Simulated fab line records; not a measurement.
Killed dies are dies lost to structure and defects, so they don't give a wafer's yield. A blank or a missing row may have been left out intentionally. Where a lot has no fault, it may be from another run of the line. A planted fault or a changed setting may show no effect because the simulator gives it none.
fab line records ; flow n5-finfet
record lots=24; wafers=72; last-day=17
route steps=1938 shown SD_EPI_P@322 SD_ACTIVATION@334 ILD0@339 SDB@356
lots untouched by any fault: they come from a run of this same line in which no faults occurred
start-h: hours from the record's opening day to when the first of the lot's shown wafers began ; wait-h: how many hours have passed since the lot's step before this one ; " the same as in the row above ; L1.1+2: a row that stands for several wafers ; - value missing, or start not given ; * or withheld: withheld ; < > ~ a bound
route shown NAME@n: a module of which the file shows steps, and the number in the route of the first ; usual: mean/standard deviation taken from wafers without a fault ; same: alike in all rows ; chamber/n: place in a boat ; sites: each site's reading ; _std_site: their standard deviation ; _edge_site: inner sites' mean taken away from outer sites' mean ; radius-mm: for every site, how far away it sits from the centre of the wafer ; mask NAME#n: copy n ; behind: tool/chamber where the wafer was last shaped ; hold: cause of the lot's hold/its duration in hours/its outcome ; device: transistor that didn't switch, given as n, p or np ; end of line: the tests these same wafers got at the end of their route ; a step given without rows: its recipe and nothing more ; killed: not the wafer's yield, but the dies lost to structure and defects at the first sort ; map: shows each die of a wafer: x if killed, . if not, _ if none is there
set.NAME: the setting the step ran with; set.NAME@STEP: the setting that earlier step ran with ; model.NAME: the simulator's own value behind a step, which no gauge read
the route's steps for a sample of lots (tables are steps, rows are wafers)
services: a tool's chamber out of use, with start hour (start-h, from the record's first day; less than 0 if before it), hours out, and reason
## steps
# step N5_SD_EPI_P_EPI_MEAS_23
# recipe mode=xrd
# usual thk-nm=60.8/1.1
lot.wafer;tool;chamber;start-h;wait-h;thk-nm
L074.3;film-metro-01;-;58.11;1.1;61.2
L074.4;film-metro-01;-;58.11;1.1;60.8
L074.5;film-metro-01;-;58.11;1.1;60.7
L075.2;film-metro-02;-;66.12;1.5;56.4
L075.3;film-metro-02;-;66.12;1.5;59.9
L075.5;film-metro-02;-;66.12;1.5;60.7
L076.3;film-metro-02;-;71.77;1.1;60.8
L076.5;film-metro-02;-;71.77;1.1;61.8
L076.6;film-metro-02;-;71.77;1.1;61.1
L077.1;film-metro-01;-;75.91;1.8;62.1
L077.4;film-metro-01;-;75.91;1.8;60.3
L077.5;film-metro-01;-;75.91;1.8;61.2
L078.2;film-metro-01;-;82.58;1.5;60.0
L078.5;film-metro-01;-;82.58;1.5;61.9
L078.6;film-metro-01;-;82.58;1.5;59.6
L079.1;film-metro-02;-;89.60;1.8;60.1
L079.2;film-metro-02;-;89.60;1.8;60.5
L079.3;film-metro-02;-;89.60;1.8;60.4
L080.2;film-metro-02;-;94.18;1.5;62.4
L080.5;film-metro-02;-;94.18;1.5;62.0
L080.6;film-metro-02;-;94.18;1.5;60.3
L081.2;film-metro-02;-;98.84;1.5;61.8
L081.4;film-metro-02;-;98.84;1.5;59.9
L081.5;film-metro-02;-;98.84;1.5;58.0
L082.2;film-metro-01;-;104.44;1.5;59.9
L082.3;film-metro-01;-;104.44;1.5;58.9
L082.5;film-metro-01;-;104.44;1.5;62.8
L083.1;film-metro-01;-;110.95;1.8;62.1
L083.3;film-metro-01;-;110.95;1.8;59.5
L083.4;film-metro-01;-;110.95;1.8;60.7
L084.2;film-metro-01;-;119.07;1.5;60.6
L084.3;film-metro-01;-;119.07;1.5;60.2
L084.4;film-metro-01;-;119.07;1.5;61.8
L085.3;film-metro-01;-;127.29;1.1;60.7
L085.5;film-metro-01;-;127.29;1.1;61.0
L085.6;film-metro-01;-;127.29;1.1;61.3
L086.4;film-metro-01;-;137.69;0.8;61.0
L086.5;film-metro-01;-;137.69;0.8;60.9
L086.6;film-metro-01;-;137.69;0.8;59.8
L087.2;film-metro-02;-;138.83;1.5;61.3
L087.3;film-metro-02;-;138.83;1.5;62.6
L087.5;film-metro-02;-;138.83;1.5;60.4
L088.2;film-metro-01;-;143.87;1.5;61.3
L088.4;film-metro-01;-;143.87;1.5;60.9
L088.6;film-metro-01;-;143.87;1.5;59.9
L089.1;film-metro-02;-;145.72;1.8;61.6
L089.2;film-metro-02;-;145.72;1.8;62.4
L089.3;film-metro-02;-;145.72;1.8;61.1
L090.1;film-metro-01;-;152.76;2.5;58.8
L090.2;film-metro-01;-;152.76;2.5;59.4
L090.3;film-metro-01;-;152.76;2.5;60.0
L091.1;film-metro-02;-;158.51;2.4;62.7
L091.5;film-metro-02;-;158.51;2.4;59.1
L091.6;film-metro-02;-;158.51;2.4;59.8
L092.3;film-metro-02;-;169.55;1.5;59.7
L092.4;film-metro-02;-;169.55;1.5;60.5
L092.5;film-metro-02;-;169.55;1.5;61.0
L093.1;film-metro-02;-;172.07;2.4;61.4
L093.2;film-metro-02;-;172.07;2.4;59.9
L093.5;film-metro-02;-;172.07;2.4;59.5
L094.1;film-metro-02;-;177.92;1.8;62.6
L094.2;film-metro-02;-;177.92;1.8;61.0
L094.4;film-metro-02;-;177.92;1.8;61.5
L095.1;film-metro-02;-;185.28;1.8;61.3
L095.3;film-metro-02;-;185.28;1.8;61.9
L095.4;film-metro-02;-;185.28;1.8;60.1
L096.2;film-metro-02;-;194.49;3.5;60.5
L096.3;film-metro-02;-;194.49;3.5;62.7
L096.6;film-metro-02;-;194.49;3.5;59.4
L097.3;film-metro-02;-;198.77;1.5;60.5
L097.5;film-metro-02;-;198.77;1.5;62.0
L097.6;film-metro-02;-;198.77;1.5;61.5
# step N5_SD_ACTIVATION_INSPECT_02
# recipe inspect-instrument=darkfield; mode=post-anneal
# usual raw-defect-count=175/34
lot.wafer;tool;chamber;start-h;wait-h;raw-defect-count
L074.3;defect-inspect-02;-;59.07;0.1;177
L074.4;defect-inspect-02;-;59.07;0.1;172
L074.5;defect-inspect-02;-;59.07;0.1;155
L075.2;defect-inspect-02;-;67.04;0.1;153
L075.3;defect-inspect-02;-;67.04;0.1;171
L075.5;defect-inspect-02;-;67.04;0.1;145
L076.3;defect-inspect-01;-;72.69;0.1;129
L076.5;defect-inspect-01;-;72.69;0.1;148
L076.6;defect-inspect-01;-;72.69;0.1;137
L077.1;defect-inspect-01;-;76.84;0.2;165
L077.4;defect-inspect-01;-;76.84;0.2;159
L077.5;defect-inspect-01;-;76.84;0.2;138
L078.2;defect-inspect-02;-;83.52;0.1;159
L078.5;defect-inspect-02;-;83.52;0.1;154
L078.6;defect-inspect-02;-;83.52;0.1;238
L079.1;defect-inspect-02;-;90.75;0.2;114
L079.2;defect-inspect-02;-;90.75;0.2;220
L079.3;defect-inspect-02;-;90.75;0.2;208
L080.2;defect-inspect-01;-;95.19;0.1;230
L080.5;defect-inspect-01;-;95.19;0.1;170
L080.6;defect-inspect-01;-;95.19;0.1;185
L081.2;defect-inspect-01;-;99.78;0.1;177
L081.4;defect-inspect-01;-;99.78;0.1;111
L081.5;defect-inspect-01;-;99.78;0.1;122
L082.2;defect-inspect-02;-;105.37;0.1;167
L082.3;defect-inspect-02;-;105.37;0.1;157
L082.5;defect-inspect-02;-;105.37;0.1;174
L083.1;defect-inspect-02;-;111.88;0.2;165
L083.3;defect-inspect-02;-;111.88;0.2;186
L083.4;defect-inspect-02;-;111.88;0.2;144
L084.2;defect-inspect-01;-;120.12;0.1;153
L084.3;defect-inspect-01;-;120.12;0.1;151
L084.4;defect-inspect-01;-;120.12;0.1;184
L085.3;defect-inspect-01;-;128.22;0.1;176
L085.5;defect-inspect-01;-;128.22;0.1;200
L085.6;defect-inspect-01;-;128.22;0.1;204
L086.4;defect-inspect-02;-;139.05;0.1;127
L086.5;defect-inspect-02;-;139.05;0.1;190
L086.6;defect-inspect-02;-;139.05;0.1;126
L087.2;defect-inspect-01;-;139.95;0.1;174
L087.3;defect-inspect-01;-;139.95;0.1;198
L087.5;defect-inspect-01;-;139.95;0.1;183
L088.2;defect-inspect-01;-;145.05;0.1;143
L088.4;defect-inspect-01;-;145.05;0.1;169
L088.6;defect-inspect-01;-;145.05;0.1;193
L089.1;defect-inspect-01;-;147.21;0.2;199
L089.2;defect-inspect-01;-;147.21;0.2;167
L089.3;defect-inspect-01;-;147.21;0.2;152
L090.1;defect-inspect-01;-;154.05;0.2;211
L090.2;defect-inspect-01;-;154.05;0.2;248
L090.3;defect-inspect-01;-;154.05;0.2;166
L091.1;defect-inspect-01;-;159.58;0.2;217
L091.5;defect-inspect-01;-;159.58;0.2;181
L091.6;defect-inspect-01;-;159.58;0.2;187
L092.3;defect-inspect-01;-;170.47;0.1;140
L092.4;defect-inspect-01;-;170.47;0.1;117
L092.5;defect-inspect-01;-;170.47;0.1;147
L093.1;defect-inspect-01;-;173.00;0.2;226
L093.2;defect-inspect-01;-;173.00;0.2;197
L093.5;defect-inspect-01;-;173.00;0.2;172
L094.1;defect-inspect-02;-;178.84;0.2;178
L094.2;defect-inspect-02;-;178.84;0.2;145
L094.4;defect-inspect-02;-;178.84;0.2;197
L095.1;defect-inspect-01;-;186.40;0.2;207
L095.3;defect-inspect-01;-;186.40;0.2;227
L095.4;defect-inspect-01;-;186.40;0.2;195
L096.2;defect-inspect-01;-;195.42;0.1;186
L096.3;defect-inspect-01;-;195.42;0.1;154
L096.6;defect-inspect-01;-;195.42;0.1;204
L097.3;defect-inspect-01;-;199.69;0.1;193
L097.5;defect-inspect-01;-;199.69;0.1;185
L097.6;defect-inspect-01;-;199.69;0.1;157
# step N5_ILD0_THK_MEAS_04
# usual thk-nm=197.5/1.4
lot.wafer;tool;chamber;start-h;wait-h;thk-nm
L074.3;film-metro-02;-;63.05;-;197.7
L074.4;film-metro-02;-;63.05;-;197.3
L074.5;film-metro-02;-;63.05;-;194.6
L075.2;film-metro-02;-;69.75;-;197.6
L075.3;film-metro-02;-;69.75;-;198.8
L075.5;film-metro-02;-;69.75;-;197.9
L076.3;film-metro-01;-;75.75;-;196.3
L076.5;film-metro-01;-;75.75;-;196.3
L076.6;film-metro-01;-;75.75;-;198.3
L077.1;film-metro-02;-;79.91;-;199.6
L077.4;film-metro-02;-;79.91;-;195.8
L077.5;film-metro-02;-;79.91;-;195.1
L078.2;film-metro-01;-;86.67;-;200.8
L078.5;film-metro-01;-;86.67;-;202.3
L078.6;film-metro-01;-;86.67;-;198.5
L079.1;film-metro-02;-;93.46;-;197.1
L079.2;film-metro-02;-;93.46;-;198.1
L079.3;film-metro-02;-;93.46;-;199.4
L080.2;film-metro-01;-;98.80;-;199.3
L080.5;film-metro-01;-;98.80;-;198.9
L080.6;film-metro-01;-;98.80;-;195.6
L081.2;film-metro-01;-;102.92;-;196.9
L081.4;film-metro-01;-;102.92;-;198.5
L081.5;film-metro-01;-;102.92;-;199.8
L082.2;film-metro-01;-;108.06;-;197.3
L082.3;film-metro-01;-;108.06;-;199.7
L082.5;film-metro-01;-;108.06;-;196.5
L083.1;film-metro-01;-;114.58;-;199.9
L083.3;film-metro-01;-;114.58;-;197.0
L083.4;film-metro-01;-;114.58;-;196.1
L084.2;film-metro-01;-;122.90;-;196.1
L084.3;film-metro-01;-;122.90;-;197.3
L084.4;film-metro-01;-;122.90;-;197.4
L085.3;film-metro-02;-;130.92;-;197.9
L085.5;film-metro-02;-;130.92;-;198.3
L085.6;film-metro-02;-;130.92;-;196.2
L086.4;film-metro-01;-;141.75;-;199.3
L086.5;film-metro-01;-;141.75;-;198.1
L086.6;film-metro-01;-;141.75;-;200.1
L087.2;film-metro-01;-;143.27;-;197.0
L087.3;film-metro-01;-;143.27;-;196.3
L087.5;film-metro-01;-;143.27;-;197.6
L088.2;film-metro-01;-;147.96;-;196.9
L088.4;film-metro-01;-;147.96;-;197.2
L088.6;film-metro-01;-;147.96;-;196.3
L089.1;film-metro-02;-;150.40;-;197.9
L089.2;film-metro-02;-;150.40;-;199.1
L089.3;film-metro-02;-;150.40;-;199.1
L090.1;film-metro-01;-;156.75;-;197.5
L090.2;film-metro-01;-;156.75;-;195.8
L090.3;film-metro-01;-;156.75;-;200.5
L091.1;film-metro-01;-;162.29;-;195.9
L091.5;film-metro-01;-;162.29;-;197.5
L091.6;film-metro-01;-;162.29;-;198.8
L092.3;film-metro-01;-;173.58;-;196.6
L092.4;film-metro-01;-;173.58;-;196.9
L092.5;film-metro-01;-;173.58;-;197.9
L093.1;film-metro-01;-;175.70;-;198.3
L093.2;film-metro-01;-;175.70;-;197.2
L093.5;film-metro-01;-;175.70;-;195.9
L094.1;film-metro-01;-;181.55;-;195.7
L094.2;film-metro-01;-;181.55;-;196.4
L094.4;film-metro-01;-;181.55;-;196.2
L095.1;film-metro-01;-;189.92;-;196.7
L095.3;film-metro-01;-;189.92;-;196.0
L095.4;film-metro-01;-;189.92;-;197.8
L096.2;film-metro-02;-;198.84;-;198.8
L096.3;film-metro-02;-;198.84;-;197.7
L096.6;film-metro-02;-;198.84;-;195.8
L097.3;film-metro-02;-;202.78;-;196.7
L097.5;film-metro-02;-;202.78;-;199.2
L097.6;film-metro-02;-;202.78;-;197.3
# step N5_ILD0_ALD_15
# recipe material=SiNx; target-thk-a=240; temp-c=400; ald-precursor-family=SiH2I2; ald-co-reactant=N2/H2-plasma; pulse-time-s=1; ald-cycles=480; purge-time-s=2; co-reactant-purge-time-s=2; pressure-torr=2
# usual heater-power-w=827/59; precursor-pulse-height-rel=1.002/0.021
lot.wafer;tool;chamber;start-h;wait-h;heater-power-w;precursor-pulse-height-rel
L074.3;ald-sin-03;1;64.55;0.8;849;0.965
L074.4;ald-sin-03;3;64.55;0.8;838;0.997
L074.5;ald-sin-03;2;65.64;1.7;782;1.008
L075.2;ald-sin-02;0;70.92;0.6;811;0.965
L075.3;ald-sin-02;1;70.92;0.6;706;0.997
L075.5;ald-sin-02;0;72.01;1.3;793;0.988
L076.3;ald-sin-02;0;76.81;0.4;806;1.014
L076.5;ald-sin-02;3;77.89;1.2;802;0.998
L076.6;ald-sin-02;2;77.89;1.2;757;0.981
L077.1;ald-sin-04;0;80.95;0.6;882;0.993
L077.4;ald-sin-04;2;80.95;0.6;867;1.061
L077.5;ald-sin-04;2;82.04;1.2;907;1.019
L078.2;ald-sin-04;2;87.72;0.5;880;0.981
L078.5;ald-sin-04;3;88.80;1.2;926;0.974
L078.6;ald-sin-04;0;88.80;1.2;900;0.978
L079.1;ald-sin-02;0;94.91;1.0;790;0.994
L079.2;ald-sin-02;1;94.91;1.0;718;0.993
L079.3;ald-sin-02;3;94.91;1.0;805;0.994
L080.2;ald-sin-04;3;100.31;0.9;930;1.028
L080.5;ald-sin-04;2;101.40;1.7;885;1.007
L080.6;ald-sin-04;1;101.40;1.7;873;0.985
L081.2;ald-sin-02;0;103.96;0.5;808;0.995
L081.4;ald-sin-02;2;103.96;0.5;745;1.020
L081.5;ald-sin-02;1;105.04;1.2;691;0.992
L082.2;ald-sin-03;2;109.44;0.7;798;1.011
L082.3;ald-sin-03;3;109.44;0.7;885;0.983
L082.5;ald-sin-03;1;110.52;1.4;829;1.035
L083.1;ald-sin-03;1;115.93;0.8;831;1.007
L083.3;ald-sin-03;0;115.93;0.8;838;1.016
L083.4;ald-sin-03;3;115.93;0.8;859;0.987
L084.2;ald-sin-03;2;124.16;0.6;781;0.977
L084.3;ald-sin-03;1;124.16;0.6;817;1.014
L084.4;ald-sin-03;3;124.16;0.6;876;1.041
L085.3;ald-sin-02;3;131.96;0.4;815;0.983
L085.5;ald-sin-02;3;133.04;1.2;801;0.989
L085.6;ald-sin-02;2;133.04;1.2;761;0.950
L086.4;ald-sin-04;1;143.01;0.3;854;0.981
L086.5;ald-sin-04;3;144.09;1.3;948;1.017
L086.6;ald-sin-04;0;144.09;1.3;881;0.995
L087.2;ald-sin-02;2;144.32;0.5;739;1.025
L087.3;ald-sin-02;0;144.32;0.5;808;0.979
L087.5;ald-sin-02;0;145.40;1.2;799;1.014
L088.2;ald-sin-04;3;149.27;0.7;927;1.035
L088.4;ald-sin-04;2;149.27;0.7;880;0.981
L088.6;ald-sin-04;3;150.36;1.4;928;0.994
L089.1;ald-sin-04;2;151.45;0.6;882;1.008
L089.2;ald-sin-04;0;151.45;0.6;868;1.048
L089.3;ald-sin-04;1;151.45;0.6;870;1.003
L090.1;ald-sin-04;0;157.79;0.6;885;0.977
L090.2;ald-sin-04;1;157.79;0.6;851;1.001
L090.3;ald-sin-04;3;157.79;0.6;902;1.025
L091.1;ald-sin-03;0;163.34;0.6;806;0.998
L091.5;ald-sin-03;0;164.42;1.2;806;1.002
L091.6;ald-sin-03;2;164.42;1.2;802;0.988
L092.3;ald-sin-04;2;174.98;0.4;866;0.991
L092.4;ald-sin-04;3;174.98;0.4;922;0.991
L092.5;ald-sin-04;1;176.06;1.2;877;0.992
L093.1;ald-sin-03;1;176.87;0.6;830;0.979
L093.2;ald-sin-03;2;176.87;0.6;797;1.010
L093.5;ald-sin-03;2;177.95;1.2;787;0.995
L094.1;ald-sin-03;1;183.18;1.0;824;0.969
L094.2;ald-sin-03;2;183.18;1.0;798;0.982
L094.4;ald-sin-03;0;183.18;1.0;824;1.014
L095.1;ald-sin-02;3;190.97;0.6;802;1.011
L095.3;ald-sin-02;2;190.97;0.6;756;0.979
L095.4;ald-sin-02;0;190.97;0.6;795;0.968
L096.2;ald-sin-03;0;199.98;0.6;824;0.978
L096.3;ald-sin-03;3;199.98;0.6;865;0.990
L096.6;ald-sin-03;2;201.06;1.2;775;0.959
L097.3;ald-sin-03;0;203.82;0.4;820;0.989
L097.5;ald-sin-03;3;204.91;1.2;858;0.988
L097.6;ald-sin-03;2;204.91;1.2;783;1.034
# step N5_SDB_CD_MEAS_11
# recipe target-cd-nm=50; landing-energy-ev=500; detector=se-inlens; polarity=opening
# usual cd-nm=50.4/1.4
lot.wafer;tool;chamber;start-h;wait-h;cd-nm
L074.3;cd-sem-01;0;67.56;-;49.7
L074.4;cd-sem-01;0;67.56;-;52.4
L074.5;cd-sem-01;0;67.56;-;51.0
L075.2;cd-sem-03;0;73.93;-;51.7
L075.3;cd-sem-03;0;73.93;-;51.0
L075.5;cd-sem-03;0;73.93;-;51.0
L076.3;cd-sem-03;0;79.82;-;50.9
L076.5;cd-sem-03;0;79.82;-;50.6
L076.6;cd-sem-03;0;79.82;-;50.9
L077.1;cd-sem-02;0;83.96;-;50.9
L077.4;cd-sem-02;0;83.96;-;50.2
L077.5;cd-sem-02;0;83.96;-;51.1
L078.2;cd-sem-03;0;90.60;-;49.1
L078.5;cd-sem-03;0;90.60;-;49.3
L078.6;cd-sem-03;0;90.60;-;48.8
L079.1;cd-sem-01;0;97.92;-;52.3
L079.2;cd-sem-01;0;97.92;-;50.9
L079.3;cd-sem-01;0;97.92;-;50.7
L080.2;cd-sem-03;0;103.20;-;50.3
L080.5;cd-sem-03;0;103.20;-;50.7
L080.6;cd-sem-03;0;103.20;-;50.0
L081.2;cd-sem-01;0;106.84;-;47.8
L081.4;cd-sem-01;0;106.84;-;47.0
L081.5;cd-sem-01;0;106.84;-;47.0
L082.2;cd-sem-02;0;112.35;-;51.1
L082.3;cd-sem-02;0;112.35;-;48.7
L082.5;cd-sem-02;0;112.35;-;49.7
L083.1;cd-sem-01;0;118.82;-;49.8
L083.3;cd-sem-01;0;118.82;-;51.5
L083.4;cd-sem-01;0;118.82;-;52.1
L084.2;cd-sem-02;0;127.05;-;50.3
L084.3;cd-sem-02;0;127.05;-;50.2
L084.4;cd-sem-02;0;127.05;-;52.1
L085.3;cd-sem-02;0;134.84;-;50.3
L085.5;cd-sem-02;0;134.84;-;50.5
L085.6;cd-sem-02;0;134.84;-;49.8
L086.4;cd-sem-03;0;145.89;-;52.8
L086.5;cd-sem-03;0;145.89;-;51.2
L086.6;cd-sem-03;0;145.89;-;52.4
L087.2;cd-sem-01;0;147.33;-;51.4
L087.3;cd-sem-01;0;147.33;-;50.4
L087.5;cd-sem-01;0;147.33;-;50.6
L088.2;cd-sem-03;0;152.31;-;50.6
L088.4;cd-sem-03;0;152.31;-;49.5
L088.6;cd-sem-03;0;152.31;-;50.0
L089.1;cd-sem-01;0;154.45;-;51.9
L089.2;cd-sem-01;0;154.45;-;51.6
L089.3;cd-sem-01;0;154.45;-;52.1
L090.1;cd-sem-03;0;160.80;-;51.5
L090.2;cd-sem-03;0;160.80;-;53.7
L090.3;cd-sem-03;0;160.80;-;52.4
L091.1;cd-sem-03;0;166.34;-;49.2
L091.5;cd-sem-03;0;166.34;-;51.0
L091.6;cd-sem-03;0;166.34;-;52.2
L092.3;cd-sem-03;0;177.95;-;48.0
L092.4;cd-sem-03;0;177.95;-;48.6
L092.5;cd-sem-03;0;177.95;-;49.9
L093.1;cd-sem-02;0;179.87;-;51.1
L093.2;cd-sem-02;0;179.87;-;53.2
L093.5;cd-sem-02;0;179.87;-;50.2
L094.1;cd-sem-03;0;186.19;-;52.0
L094.2;cd-sem-03;0;186.19;-;51.6
L094.4;cd-sem-03;0;186.19;-;51.6
L095.1;cd-sem-03;0;193.97;-;50.2
L095.3;cd-sem-03;0;193.97;-;51.7
L095.4;cd-sem-03;0;193.97;-;50.4
L096.2;cd-sem-02;0;203.02;-;50.9
L096.3;cd-sem-02;0;203.02;-;50.9
L096.6;cd-sem-02;0;203.02;-;47.8
L097.3;cd-sem-01;0;206.71;-;49.4
L097.5;cd-sem-01;0;206.71;-;50.7
L097.6;cd-sem-01;0;206.71;-;48.9
# step N5_SDB_STRIP_21
# recipe chemistry=CF4; resist=SiARC; power-w=300; bias-power-w=75; pressure-mtorr=50; cf4-flow-sccm=150; rf-frequency-hz=6e+07
# usual drypump-motor-current-A=5.69/0.3; oes-product-au=0.76/0.075; rf-fwd-power-W=292.9/1.2; rf-vpp-V=270.9/1.7; showerhead-plenum-p-Torr=1.77/0.067; throttle-valve-pct=13.62/0.2
lot.wafer;tool;chamber;start-h;wait-h;drypump-motor-current-A;oes-product-au;rf-fwd-power-W;rf-hours-counter-h;rf-vpp-V;showerhead-plenum-p-Torr;throttle-valve-pct
L074.3;rie-diel-05;1;67.98;0.0;5.78;0.74;292.1;144;272.4;1.84;13.43
L074.4;rie-diel-05;3;67.98;0.0;5.81;0.87;293.6;34;273.0;1.90;13.25
L074.5;rie-diel-05;1;67.98;0.0;5.80;0.74;292.1;-;273.6;1.84;13.44
L075.2;rie-diel-02;2;74.23;0.0;5.38;0.85;290.5;40;269.9;1.75;13.36
L075.3;rie-diel-02;1;74.23;0.0;5.67;0.68;294.1;220;269.8;1.71;13.93
L075.5;rie-diel-02;3;74.23;0.0;5.40;0.76;291.3;-;271.8;1.79;13.76
L076.3;rie-diel-02;2;80.35;0.0;5.37;0.84;291.5;43;270.8;1.75;13.37
L076.5;rie-diel-02;3;80.35;0.0;5.43;0.77;293.4;-;272.1;1.79;13.78
L076.6;rie-diel-02;2;80.35;0.0;5.36;0.84;292.7;-;270.4;1.75;13.37
L077.1;rie-diel-02;3;84.26;0.0;5.39;0.76;294.2;154;271.6;1.79;13.77
L077.4;rie-diel-02;0;84.26;0.0;5.82;0.74;294.1;156;269.7;1.70;13.60
L077.5;rie-diel-02;1;84.26;0.0;5.67;0.67;294.2;-;268.2;1.71;13.92
L078.2;rie-diel-02;0;91.11;0.0;5.82;0.74;293.0;158;270.6;1.70;13.61
L078.5;rie-diel-02;1;91.11;0.0;5.66;0.68;295.4;-;269.5;1.71;13.93
L078.6;rie-diel-02;0;91.11;0.0;5.83;0.74;294.6;-;268.7;1.70;13.59
L079.1;rie-diel-01;2;98.55;0.0;6.03;0.70;291.2;210;270.1;1.70;13.67
L079.2;rie-diel-01;3;98.55;0.0;5.15;0.86;292.2;44;272.1;1.83;13.30
L079.3;rie-diel-01;0;98.55;0.0;6.08;0.67;292.8;249;271.8;1.76;14.08
L080.2;rie-diel-02;1;103.49;0.0;5.69;0.67;293.6;230;270.3;1.70;13.93
L080.5;rie-diel-02;2;103.49;0.0;5.37;0.83;291.7;-;270.6;1.75;13.41
L080.6;rie-diel-02;1;103.49;0.0;5.67;0.67;293.3;-;269.9;1.70;13.94
L081.2;rie-diel-05;0;107.18;0.0;6.31;0.70;293.3;208;272.3;1.85;13.72
L081.4;rie-diel-05;1;107.18;0.0;5.78;0.73;292.3;152;273.5;1.84;13.46
L081.5;rie-diel-05;3;107.18;0.0;5.80;0.85;291.8;-;275.1;1.89;13.26
L082.2;rie-diel-01;2;112.64;0.0;6.00;0.70;292.4;215;270.0;1.70;13.70
L082.3;rie-diel-01;3;112.64;0.0;5.15;0.86;292.4;49;272.1;1.83;13.31
L082.5;rie-diel-01;3;112.64;0.0;5.16;0.85;292.5;-;272.0;1.83;13.30
L083.1;rie-diel-02;0;119.14;0.0;5.81;0.73;293.9;168;269.3;1.70;13.62
L083.3;rie-diel-02;1;119.14;0.0;5.67;0.67;293.7;236;268.1;1.70;13.96
L083.4;rie-diel-02;2;119.14;0.0;5.36;0.82;291.5;57;271.8;1.75;13.40
L084.2;rie-diel-01;1;127.34;0.0;5.77;0.73;293.5;168;272.1;1.87;13.69
L084.3;rie-diel-01;3;127.34;0.0;5.18;0.84;292.3;54;273.2;1.83;13.32
L084.4;rie-diel-01;2;127.34;0.0;6.02;0.69;292.4;220;270.2;1.70;13.71
L085.3;rie-diel-01;0;135.14;0.0;6.08;0.96;292.3;5;270.6;1.76;13.51
L085.5;rie-diel-01;2;135.14;0.0;5.98;0.70;292.6;-;268.8;1.70;13.71
L085.6;rie-diel-01;3;135.14;0.0;5.18;0.84;292.7;-;272.2;1.83;13.32
L086.4;rie-diel-05;3;146.19;0.0;5.81;0.83;294.1;63;272.9;1.89;13.30
L086.5;rie-diel-05;3;146.19;0.0;5.82;0.84;293.0;-;274.2;1.89;13.30
L086.6;rie-diel-05;2;146.19;0.0;5.59;0.77;291.3;-;270.5;1.72;13.66
L087.2;rie-diel-01;3;147.62;0.0;5.18;0.84;293.2;60;272.3;1.82;13.33
L087.3;rie-diel-01;2;147.62;0.0;6.01;0.68;291.9;227;270.0;1.70;13.72
L087.5;rie-diel-01;0;147.62;0.0;6.08;0.93;292.6;-;270.8;1.76;13.50
L088.2;rie-diel-02;0;152.60;0.0;5.78;0.72;295.4;179;270.3;1.69;13.64
L088.4;rie-diel-02;2;152.60;0.0;5.36;0.81;292.0;69;270.3;1.74;13.42
L088.6;rie-diel-02;3;152.60;0.0;5.38;0.75;291.2;-;270.6;1.79;13.84
L089.1;rie-diel-02;0;154.82;0.0;5.80;0.72;294.3;180;269.0;1.69;13.66
L089.2;rie-diel-02;3;154.82;0.0;5.39;0.74;292.5;179;270.6;1.79;13.83
L089.3;rie-diel-02;2;154.82;0.0;5.37;0.81;293.6;69;270.5;1.74;13.43
L090.1;rie-diel-02;3;161.09;0.0;5.43;0.74;293.4;181;271.1;1.78;13.84
L090.2;rie-diel-02;0;161.09;0.0;5.81;0.72;295.1;183;269.3;1.69;13.65
L090.3;rie-diel-02;2;161.09;0.0;5.37;0.80;293.6;71;269.1;1.74;13.45
L091.1;rie-diel-01;2;166.65;0.0;6.03;0.68;292.3;234;267.8;1.70;13.74
L091.5;rie-diel-01;1;166.65;0.0;5.78;0.72;292.3;-;272.9;1.87;13.71
L091.6;rie-diel-01;2;166.65;0.0;6.02;0.69;291.9;-;269.4;1.70;13.74
L092.3;rie-diel-01;1;178.31;0.0;5.76;0.71;291.9;187;273.5;1.86;13.70
L092.4;rie-diel-01;2;178.31;0.0;6.00;0.69;292.5;238;268.1;1.70;13.72
L092.5;rie-diel-01;0;178.31;0.0;6.10;0.90;292.9;-;270.0;1.75;13.56
L093.1;rie-diel-01;0;180.17;0.0;6.11;0.90;292.3;22;269.7;1.75;13.52
L093.2;rie-diel-01;2;180.17;0.0;6.05;0.68;293.9;238;269.2;1.70;13.74
L093.5;rie-diel-01;0;180.17;0.0;6.11;0.90;291.5;-;270.5;1.75;13.54
L094.1;rie-diel-05;3;186.49;0.0;5.78;0.81;293.4;76;275.0;1.88;13.33
L094.2;rie-diel-05;0;186.49;0.0;6.28;0.68;292.8;233;273.4;1.84;13.79
L094.4;rie-diel-05;1;186.49;0.0;5.78;0.72;293.0;178;273.2;1.83;13.51
L095.1;rie-diel-01;0;194.27;0.0;6.07;0.90;294.4;25;270.0;1.75;13.54
L095.3;rie-diel-01;1;194.27;0.0;5.73;0.71;293.9;191;272.9;1.86;13.72
L095.4;rie-diel-01;2;194.27;0.0;6.03;0.68;292.9;243;269.4;1.70;13.75
L096.2;rie-diel-02;2;203.34;0.0;5.37;0.78;291.1;89;270.7;1.74;13.48
L096.3;rie-diel-02;0;203.34;0.0;5.82;0.71;294.0;200;269.6;1.69;13.70
L096.6;rie-diel-02;1;203.34;0.0;5.68;0.93;295.2;-;273.8;1.90;13.40
L097.3;rie-diel-05;1;207.00;0.0;5.77;0.71;293.5;184;271.0;1.83;13.52
L097.5;rie-diel-05;2;207.00;0.0;5.60;0.74;292.6;-;270.5;1.71;13.71
L097.6;rie-diel-05;3;207.00;0.0;5.81;0.81;293.3;-;273.5;1.88;13.35
## services
tool;chamber;start-h;hours;kind
rie-diel-02;2;62.04;4.8;repair
rie-diel-05;1;72.76;12.6;repair
ald-sin-03;-;85.25;14.0;pm
ald-sin-03;0;85.25;14.0;vent-cycle
ald-sin-03;1;85.25;14.0;vent-cycle
ald-sin-03;2;85.25;14.0;vent-cycle
ald-sin-03;3;85.25;14.0;vent-cycle
ald-sin-04;2;85.27;1.7;repair
rie-diel-01;1;98.23;4.4;repair
ald-sin-03;0;99.25;-;clean
ald-sin-03;1;99.25;-;clean
ald-sin-02;-;107.56;0.9;repair
ald-sin-03;-;121.84;0.7;repair
ald-sin-03;-;139.25;6.1;pm
rie-diel-05;0;160.29;3.8;repair
rie-diel-02;1;161.78;-;clean
rie-diel-02;1;161.78;-;consumable-replace:focus-ring
rie-diel-02;1;161.78;-;consumable-replace:showerhead
rie-diel-02;1;161.78;13.9;scheduled-down
rie-diel-02;1;161.78;13.9;vent-cycle
ald-sin-04;-;177.15;14.0;pm
rie-diel-01;0;196.80;1.5;repair
rie-diel-01;2;198.84;3.8;repair
ald-sin-02;3;202.94;4.4;repair
## key
fault none
